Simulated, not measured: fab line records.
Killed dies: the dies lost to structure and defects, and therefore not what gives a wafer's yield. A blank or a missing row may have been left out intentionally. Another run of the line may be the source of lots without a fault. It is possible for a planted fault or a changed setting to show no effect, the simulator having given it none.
What tool caused it?    flow n5Finfet    24 lots with 72 wafers sampled at 6 steps, on a route of 1938 steps

WHAT THE GAUGES READ, wafer by wafer
N5_BEOL_M5_CD_MEAS_18: pitch 56 nm, target cd 28 nm. Usual: cdNm reads 28.0 nm (standard deviation 0.39).
lot   measured      on        cdNm (nm)       flag
L074  day 8 07:21   cdSem-03  27.9 27.7 27.5  
L075  day 8 08:58   cdSem-01  28.5 28.0 28.0  
L076  day 8 18:11   cdSem-02  27.5 27.4 27.5  
L077  day 8 23:51   cdSem-02  27.9 27.6 27.9  
L078  day 9 08:13   cdSem-01  27.7 27.7 27.7  
L080  day 9 14:21   cdSem-01  28.1 28.6 28.0  
L081  day 10 01:04  cdSem-02  27.3 27.7 27.2  
L079  day 10 01:20  cdSem-02  28.0 28.4 28.1  
L083  day 10 06:07  cdSem-01  27.7 28.2 28.3  
L082  day 10 19:14  cdSem-01  28.3 28.1 27.9  
L084  day 11 01:35  cdSem-01  27.9 28.1 28.0  
L085  day 11 05:07  cdSem-02  28.2 28.8 28.5  
L086  day 11 08:16  cdSem-03  28.3 28.5 28.7  
L087  day 11 15:17  cdSem-02  27.8 27.4 27.4  
L088  day 11 20:13  cdSem-02  28.2 28.0 27.8  
L089  day 11 23:57  cdSem-02  27.5 27.1 27.6  
L090  day 12 06:38  cdSem-01  28.5 27.9 28.1  
L091  day 12 11:38  cdSem-01  27.8 27.3 27.6  
L092  day 12 23:53  cdSem-02  27.7 27.9 28.2  
L093  day 13 07:14  cdSem-02  27.8 27.6 27.5  
L094  day 13 07:43  cdSem-03  27.6 28.0 28.7  
L095  day 13 19:42  cdSem-02  28.1 28.8 28.0  
L096  day 13 23:25  cdSem-02  28.3 28.6 28.3  
L097  day 14 12:20  cdSem-02  28.3 28.0 28.6  

WHICH TOOL RAN EACH LOT (tool, then ch and the chambers of the sampled wafers, then the start)
lot   N5_BEOL_M4_STRIP_97                           N5_BEOL_M4_DEGAS_44          N5_BEOL_M4_SPUTTER_92        N5_BEOL_M4_SPUTTER_96        N5_BEOL_M5_DESCUM_16
L074  rieDiel-03 ch 0,1, day 8 00:13 or earlier     pvdSputter-02, day 8 00:13   pvdSputter-01, day 8 02:10   pvdSputter-01, day 8 02:37   rieDiel-04 ch 0,3, day 8 06:55
L075  rieDiel-05 ch 0,2, day 8 00:25 or earlier     pvdSputter-02, day 8 00:25   pvdSputter-03, day 8 02:49   pvdSputter-03, day 8 03:16   rieDiel-04 ch 0,2, day 8 08:32
L076  rieDiel-02 ch 0,2,3, day 8 09:20 or earlier   pvdSputter-02, day 8 09:20   pvdSputter-02, day 8 11:17   pvdSputter-02, day 8 11:43   rieDiel-01 ch 0,2, day 8 17:45
L077  rieDiel-02 ch 0,3, day 8 16:18 or earlier     pvdSputter-02, day 8 16:18   pvdSputter-03, day 8 19:04   pvdSputter-03, day 8 19:30   rieDiel-04 ch 0,2,3, day 8 23:25
L078  rieDiel-03 ch 0,1,3, day 8 22:11 or earlier   pvdSputter-03, day 8 22:11   pvdSputter-02, day 9 00:17   pvdSputter-02, day 9 00:43   rieDiel-06 ch 0,1,3, day 9 07:43
L080  rieDiel-02 ch 0,1, day 9 04:43 or earlier     pvdSputter-02, day 9 04:43   pvdSputter-03, day 9 09:13   pvdSputter-03, day 9 09:40   rieDiel-06 ch 0,1, day 9 13:55
L081  rieDiel-03 ch 0,1, day 9 16:10 or earlier     pvdSputter-01, day 9 16:10   pvdSputter-03, day 9 18:17   pvdSputter-03, day 9 18:43   rieDiel-01 ch 0,1,3, day 10 00:38
L079  rieDiel-05 ch 0,1,2, day 9 16:14 or earlier   pvdSputter-01, day 9 16:14   pvdSputter-01, day 9 18:26   pvdSputter-01, day 9 18:53   rieDiel-04 ch 0,1, day 10 00:55
L083  rieDiel-03 ch 1,3, day 9 20:58 or earlier     pvdSputter-01, day 9 20:58   pvdSputter-01, day 9 23:04   pvdSputter-01, day 9 23:30   rieDiel-06 ch 0,1,3, day 10 05:41
L082  rieDiel-03 ch 1,2,3, day 10 09:15 or earlier  pvdSputter-02, day 10 09:15  pvdSputter-01, day 10 11:10  pvdSputter-01, day 10 11:37  rieDiel-04 ch 0,2,3, day 10 18:49
L084  rieDiel-02 ch 0,2,3, day 10 15:23 or earlier  pvdSputter-01, day 10 15:23  pvdSputter-02, day 10 17:28  pvdSputter-02, day 10 17:55  rieDiel-06 ch 0,1,2, day 11 00:59
L085  rieDiel-03 ch 1,3, day 10 18:18 or earlier    pvdSputter-03, day 10 18:18  pvdSputter-02, day 10 20:10  pvdSputter-02, day 10 20:36  rieDiel-04 ch 0,1,3, day 11 04:41
L086  rieDiel-05 ch 1,2,3, day 10 21:38 or earlier  pvdSputter-01, day 10 21:38  pvdSputter-01, day 10 23:32  pvdSputter-01, day 10 23:59  rieDiel-04 ch 0,1,2, day 11 07:50
L087  rieDiel-03 ch 0,1,3, day 11 08:33 or earlier  pvdSputter-01, day 11 08:33  pvdSputter-01, day 11 10:28  pvdSputter-01, day 11 10:55  rieDiel-06 ch 0,1, day 11 14:42
L088  rieDiel-02 ch 0,1,3, day 11 13:37 or earlier  pvdSputter-03, day 11 13:37  pvdSputter-01, day 11 15:40  pvdSputter-01, day 11 16:07  rieDiel-01 ch 0,1, day 11 19:47
L089  rieDiel-03 ch 0,1,3, day 11 13:52 or earlier  pvdSputter-02, day 11 13:52  pvdSputter-01, day 11 17:37  pvdSputter-01, day 11 18:03  rieDiel-01 ch 0,1,2, day 11 23:17
L090  rieDiel-02 ch 0,3, day 11 22:47 or earlier    pvdSputter-02, day 11 22:47  pvdSputter-03, day 12 00:59  pvdSputter-03, day 12 01:26  rieDiel-04 ch 0,2, day 12 06:12
L091  rieDiel-02 ch 1,2,3, day 12 02:19 or earlier  pvdSputter-02, day 12 02:19  pvdSputter-03, day 12 04:19  pvdSputter-03, day 12 04:46  rieDiel-01 ch 0,1, day 12 11:11
L092  rieDiel-05 ch 2,3, day 12 16:10 or earlier    pvdSputter-01, day 12 16:10  pvdSputter-02, day 12 19:07  pvdSputter-02, day 12 19:34  rieDiel-04 ch 0,2,3, day 12 23:22
L093  rieDiel-05 ch 2,3, day 12 23:14 or earlier    pvdSputter-02, day 12 23:14  pvdSputter-01, day 13 01:08  pvdSputter-01, day 13 01:34  rieDiel-01 ch 0,2, day 13 06:46
L094  rieDiel-05 ch 0,2, day 12 23:40 or earlier    pvdSputter-01, day 12 23:40  pvdSputter-01, day 13 02:58  pvdSputter-01, day 13 03:25  rieDiel-04 ch 0,2,3, day 13 07:12
L095  rieDiel-02 ch 0,1,2, day 13 09:34 or earlier  pvdSputter-02, day 13 09:34  pvdSputter-03, day 13 13:43  pvdSputter-03, day 13 14:10  rieDiel-04 ch 0,1,2, day 13 19:16
L096  rieDiel-02 ch 0,2,3, day 13 15:41 or earlier  pvdSputter-01, day 13 15:41  pvdSputter-02, day 13 18:50  pvdSputter-02, day 13 19:17  rieDiel-04 ch 0,1, day 13 22:56
L097  rieDiel-05 ch 1,2, day 14 05:22 or earlier    pvdSputter-03, day 14 05:22  pvdSputter-02, day 14 07:32  pvdSputter-02, day 14 07:59  rieDiel-01 ch 1,2, day 14 11:55
- N5_BEOL_M4_STRIP_97: strips in N2/H2, time 10 s.
- N5_BEOL_M4_DEGAS_44: time 60 s.
- N5_BEOL_M4_SPUTTER_92: material Cu, target thk 4.5 nm, time 8.29 s.
- N5_BEOL_M4_SPUTTER_96: material Cu, target thk 4.5 nm, time 8.29 s.
- N5_BEOL_M5_DESCUM_16: chemistry O2, time 7 s.

AS READ BY THE TOOLS THEMSELVES (means over the sampled wafers that have a number; for cases with no such wafer, the mark the record gives instead)
N5_BEOL_M4_STRIP_97. Usual: drypumpMotorCurrentA 5.9 A, standard deviation 0.39; oesProductAu 0.79 a.u., standard deviation 0.1; rfVppV 59.0 V, standard deviation 0.88; showerheadPlenumPTorr 2.51 Torr, standard deviation 0.084; throttleValvePct 23.55 %, standard deviation 0.23.
lot   tool        drypumpMotorCurrentA (A)  oesProductAu (a.u.)  rfVppV (V)  showerheadPlenumPTorr (Torr)  throttleValvePct (%)  flag
L074  rieDiel-03  6.4                       0.73                 58.8        2.53                          23.52                 
L075  rieDiel-05  5.7                       0.78                 59.8        2.57                          23.42                 
L076  rieDiel-02  6.1                       0.76                 58.1        2.43                          23.69                 
L077  rieDiel-02  6.1                       0.81                 58.3        2.42                          23.56                 
L078  rieDiel-03  6.2                       0.72                 59.9        2.53                          23.52                 
L080  rieDiel-02  6.0                       0.74                 59.6        2.43                          23.64                 
L081  rieDiel-03  6.3                       0.70                 58.9        2.51                          23.59                 
L079  rieDiel-05  5.4                       0.76                 58.8        2.56                          23.47                 
L083  rieDiel-03  6.2                       0.75                 58.9        2.53                          23.47                 
L082  rieDiel-03  5.9                       0.83                 59.4        2.51                          23.40                 
L084  rieDiel-02  6.0                       0.83                 59.2        2.42                          23.58                 
L085  rieDiel-03  6.1                       0.72                 58.3        2.53                          23.46                 
L086  rieDiel-05  5.7                       0.75                 59.3        2.57                          23.66                 
L087  rieDiel-03  6.2                       0.82                 59.4        2.52                          23.43                 
L088  rieDiel-02  5.9                       0.75                 59.5        2.47                          23.64                 
L089  rieDiel-03  6.2                       0.81                 58.9        2.51                          23.43                 
L090  rieDiel-02  6.1                       0.78                 59.2        2.41                          23.60                 
L091  rieDiel-02  5.7                       0.81                 58.7        2.52                          23.63                 
L092  rieDiel-05  6.2                       0.74                 58.9        2.57                          23.83                 
L093  rieDiel-05  6.2                       0.73                 58.6        2.57                          23.82                 
L094  rieDiel-05  5.6                       0.90                 59.1        2.50                          23.20                 
L095  rieDiel-02  5.9                       0.76                 58.8        2.47                          23.66                 
L096  rieDiel-02  6.0                       0.79                 58.5        2.41                          23.61                 
L097  rieDiel-05  5.4                       0.88                 58.7        2.50                          23.33                 

N5_BEOL_M4_DEGAS_44. Usual: heaterPowerW reads 332 W (standard deviation 41).
lot   tool           heaterPowerW (W)  flag
L074  pvdSputter-02  334               
L075  pvdSputter-02  294               
L076  pvdSputter-02  298               
L077  pvdSputter-02  305               
L078  pvdSputter-03  342               
L080  pvdSputter-02  303               
L081  pvdSputter-01  338               
L079  pvdSputter-01  345               
L083  pvdSputter-01  309               
L082  pvdSputter-02  335               
L084  pvdSputter-01  373               
L085  pvdSputter-03  347               
L086  pvdSputter-01  342               
L087  pvdSputter-01  348               
L088  pvdSputter-03  345               
L089  pvdSputter-02  328               
L090  pvdSputter-02  315               
L091  pvdSputter-02  312               
L092  pvdSputter-01  367               
L093  pvdSputter-02  312               
L094  pvdSputter-01  310               
L095  pvdSputter-02  329               
L096  pvdSputter-01  361               
L097  pvdSputter-03  351               

N5_BEOL_M4_SPUTTER_92. Usual: chuckSensorTempC -16.0 C, standard deviation 0.53; throttleValvePct 30.0 %, standard deviation 1.2.
lot   tool           chuckSensorTempC (C)  throttleValvePct (%)  flag
L074  pvdSputter-01  -15.9                 30.1                  
L075  pvdSputter-03  -15.5                 29.3                  
L076  pvdSputter-02  -16.3                 29.8                  
L077  pvdSputter-03  -15.6                 30.1                  
L078  pvdSputter-02  -16.1                 30.2                  
L080  pvdSputter-03  -15.7                 28.9                  
L081  pvdSputter-03  -15.4                 30.2                  
L079  pvdSputter-01  -16.4                 29.4                  
L083  pvdSputter-01  -16.4                 29.9                  
L082  pvdSputter-01  -16.1                 30.5                  
L084  pvdSputter-02  -16.2                 30.7                  
L085  pvdSputter-02  -16.5                 28.9                  
L086  pvdSputter-01  -15.6                 30.8                  
L087  pvdSputter-01  -16.3                 29.9                  
L088  pvdSputter-01  -16.3                 30.1                  
L089  pvdSputter-01  -16.3                 29.8                  
L090  pvdSputter-03  -15.4                 30.8                  
L091  pvdSputter-03  -15.7                 30.8                  
L092  pvdSputter-02  -16.5                 29.3                  
L093  pvdSputter-01  -16.1                 30.7                  
L094  pvdSputter-01  -16.0                 29.6                  
L095  pvdSputter-03  -15.6                 30.1                  
L096  pvdSputter-02  -16.3                 30.2                  
L097  pvdSputter-02  -16.4                 29.2                  

N5_BEOL_M4_SPUTTER_96. Usual: chuckSensorTempC -16.0 C, standard deviation 0.56; throttleValvePct 30.0 %, standard deviation 1.2.
lot   tool           chuckSensorTempC (C)  throttleValvePct (%)  flag
L074  pvdSputter-01  -15.8                 30.3                  
L075  pvdSputter-03  -15.5                 29.3                  
L076  pvdSputter-02  -16.3                 29.8                  
L077  pvdSputter-03  -15.5                 30.3                  
L078  pvdSputter-02  -16.3                 30.3                  
L080  pvdSputter-03  -15.8                 28.7                  
L081  pvdSputter-03  -15.4                 30.3                  
L079  pvdSputter-01  -16.4                 29.5                  
L083  pvdSputter-01  -16.3                 29.9                  
L082  pvdSputter-01  -16.3                 30.7                  
L084  pvdSputter-02  -16.1                 30.7                  
L085  pvdSputter-02  -16.5                 28.7                  
L086  pvdSputter-01  -15.6                 30.9                  
L087  pvdSputter-01  -16.3                 29.8                  
L088  pvdSputter-01  -16.4                 30.0                  
L089  pvdSputter-01  -16.3                 29.8                  
L090  pvdSputter-03  -15.5                 30.8                  
L091  pvdSputter-03  -15.6                 30.8                  
L092  pvdSputter-02  -16.5                 29.1                  
L093  pvdSputter-01  -16.2                 30.5                  
L094  pvdSputter-01  -16.0                 29.7                  
L095  pvdSputter-03  -15.5                 30.0                  
L096  pvdSputter-02  -16.3                 30.0                  
L097  pvdSputter-02  -16.5                 29.4                  

N5_BEOL_M5_DESCUM_16. Usual: drypumpMotorCurrentA 5.7 A, standard deviation 0.43; oesProductAu 0.77 a.u., standard deviation 0.083; rfVppV 243.5 V, standard deviation 1.5; showerheadPlenumPTorr 2.11 Torr, standard deviation 0.077; throttleValvePct 20.51 %, standard deviation 0.25.
lot   tool        drypumpMotorCurrentA (A)  oesProductAu (a.u.)  rfVppV (V)  showerheadPlenumPTorr (Torr)  throttleValvePct (%)  flag
L074  rieDiel-04  5.6                       0.74                 244.7       2.17                          20.52                 
L075  rieDiel-04  5.5                       0.79                 243.3       2.17                          20.51                 
L076  rieDiel-01  5.5                       0.75                 243.3       2.11                          20.56                 
L077  rieDiel-04  5.7                       0.76                 244.3       2.15                          20.47                 
L078  rieDiel-06  5.7                       0.74                 241.8       2.05                          20.51                 
L080  rieDiel-06  5.6                       0.75                 244.5       2.08                          20.48                 
L081  rieDiel-01  6.2                       0.72                 242.5       2.05                          20.63                 
L079  rieDiel-04  5.3                       0.72                 244.6       2.17                          20.67                 
L083  rieDiel-06  5.8                       0.73                 243.2       2.05                          20.51                 
L082  rieDiel-04  5.7                       0.76                 243.7       2.15                          20.48                 
L084  rieDiel-06  5.3                       0.79                 243.8       2.09                          20.34                 
L085  rieDiel-04  5.6                       0.70                 244.4       2.15                          20.63                 
L086  rieDiel-04  5.6                       0.74                 244.3       2.15                          20.63                 
L087  rieDiel-06  5.6                       0.73                 242.1       2.08                          20.50                 
L088  rieDiel-01  6.3                       0.73                 241.7       2.05                          20.74                 
L089  rieDiel-01  5.9                       0.73                 242.7       2.08                          20.65                 
L090  rieDiel-04  5.5                       0.76                 243.6       2.16                          20.56                 
L091  rieDiel-01  6.3                       0.72                 241.8       2.05                          20.75                 
L092  rieDiel-04  5.7                       0.82                 243.8       2.14                          20.33                 
L093  rieDiel-01  5.8                       0.70                 242.5       2.03                          20.71                 
L094  rieDiel-04  5.8                       0.81                 243.5       2.14                          20.35                 
L095  rieDiel-04  5.5                       0.84                 243.0       2.15                          20.55                 
L096  rieDiel-04  5.4                       0.90                 243.8       2.15                          20.62                 
L097  rieDiel-01  5.5                       0.72                 243.6       2.13                          20.57                 

THE ANSWER, worked out from the rows above alone
Rule: take the mean of a lot's wafers that have a number; if it is more than 3 standard deviations from the usual mean, the lot is off. Also off: a lot with no number at a reading for which 4 or more lots have one. Any other lot the step has rows for is counted as sound. The gauges are gone through in route order, then the tools' own readings, and for those a lot's mean is taken as printed above. At the first step where some lot is off, the reading lying furthest off is the one used; lots without a number count as furthest.
Across all readings shown, no lot is off: no conclusion can be drawn from this.

WHAT HAD BEEN PUT IN BY THE SIMULATOR
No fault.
